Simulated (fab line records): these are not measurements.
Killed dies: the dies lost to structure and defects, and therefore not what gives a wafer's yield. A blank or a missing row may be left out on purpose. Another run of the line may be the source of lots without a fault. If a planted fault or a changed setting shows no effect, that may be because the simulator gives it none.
Chamber matching -- flow nand-harc -- NHARC_A_CHANNEL_HOLE_D2_ETCH_38 on rie-diel-01 has 4 sister chambers
The step etches the open film in CF4, target depth 39 nm, time 65 s. 4 wafers are shown with their chamber, then 8 later ones without.

== WAFERS PAIRED WITH THEIR CHAMBERS ==
wafer,chamber,oes-product-au (a.u.)
L089.2,2,1.008
L089.3,3,1.025
L089.6,0,0.997
L092.2,1,0.981

== WAFERS WITH NO CHAMBER GIVEN ==
wafer,oes-product-au (a.u.)
L092.3,1.005
L092.5,1.004
L094.1,1.027
L094.3,0.983
L094.5,1.005
L095.2,1.006
L095.4,0.994
L095.5,1.038

== WHICH CHAMBER EACH WENT THROUGH ==
wafer,from the rows above,in truth
L092.3,can't be placed: 2 or 0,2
L092.5,can't be placed: 2 or 0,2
L094.1,3,3
L094.3,1,1
L094.5,can't be placed: 2 or 0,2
L095.2,can't be placed: 2 or 0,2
L095.4,can't be placed: 0 or 1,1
L095.5,3,3
3 of 8 placed correctly. Can't be placed from these rows: 5 (the true chamber is among the candidates in 5). Placed wrongly: 0.
How it was worked out, from the rows above alone: a wafer's distance from a chamber is the root of the sum, over the readings, of the square of ((its reading less the chamber's mean) divided by the reading's scatter). If the next closest chamber is less than 2 further off than the closest, the wafer can't be placed; otherwise it belongs to the closest. A chamber's mean is the mean of its shown wafers. The scatter: with one shown wafer a chamber, the root of the mean of the squares of how far each hidden wafer lies from its nearest shown one.
